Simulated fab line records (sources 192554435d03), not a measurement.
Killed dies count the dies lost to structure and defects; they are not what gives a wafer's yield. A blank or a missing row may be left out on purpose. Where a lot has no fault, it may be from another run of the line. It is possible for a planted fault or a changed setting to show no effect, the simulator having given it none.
Chamber matching	flow n5Finfet	N5_PASSIVATION_PECVD_00 on pecvd-04 has 3 sister chambers
The step deposits SiO2 from SiH4/N2O, target thk 200 nm, time 11.2 s. 20 wafers are shown with their chamber, then 10 later ones without.

## WAFERS WITH THEIR CHAMBER
wafer	chamber	showerheadPlenumPTorr (Torr)	throttleValvePct (%)	showerheadVppV (V)
L074.4	2	8.26	50.8	1494
L074.5	0	8.14	53.6	1619
L074.6	1	8.02	52.1	1548
L077.1	2	8.25	50.6	1486
L077.2	0	8.12	53.4	1600
L077.6	0	8.15	53.6	1575
L082.1	0	8.12	53.7	1603
L082.4	1	8.03	51.9	1528
L082.5	0	8.13	53.5	1587
L080.1	0	8.14	53.5	1603
L080.5	1	8.04	52.0	1527
L080.6	0	8.15	53.8	1592
L084.1	0	8.13	53.6	1609
L084.2	2	8.25	51.1	1501
L084.6	0	8.14	53.6	1614
L085.3	2	8.26	50.9	1491
L085.4	0	8.12	53.5	1580
L085.5	1	8.05	51.9	1540
L090.3	1	8.02	51.9	1532
L090.5	0	8.14	53.8	1587

SIGNATURES (means of the wafers above)
reading	chamber 0	chamber 1	chamber 2	scatter within a chamber
showerheadPlenumPTorr	8.1345	8.0320	8.2550	0.011
throttleValvePct	53.600	51.960	50.850	0.138
showerheadVppV	1597.18	1535.00	1493.00	12
Rule: for a wafer and a chamber, the distance is found by dividing, reading by reading, the gap between the wafer's reading and the chamber's mean by the reading's scatter, squaring, summing and taking the root. The wafer belongs to the nearest chamber; if the next one is less than 2 further off, it can't be placed. The scatter: the root of (the sum of the squares of (reading less its chamber's mean) over the shown wafers, divided by (wafers less chambers)).

## WAFERS MISSING THEIR CHAMBER
wafer	showerheadPlenumPTorr (Torr)	throttleValvePct (%)	showerheadVppV (V)
L090.6	8.04	52.0	1529
L094.4	8.04	52.0	1528
L094.5	8.24	51.0	1496
L094.6	8.13	53.4	1578
L096.1	8.11	53.8	1637
L096.2	8.26	51.4	1500
L096.5	8.26	51.1	1485
L097.2	8.25	51.2	1484
L097.3	8.26	51.3	1523
L097.4	8.14	53.5	1632

## CHAMBER TAKEN BY EACH
wafer	from the rows above	in truth
L090.6	1	1
L094.4	1	1
L094.5	2	2
L094.6	0	0
L096.1	0	0
L096.2	2	2
L096.5	2	2
L097.2	2	2
L097.3	2	2
L097.4	0	0
Correct placement for 10 of the 10. Not placeable from these rows: 0. Placed wrongly: 0.
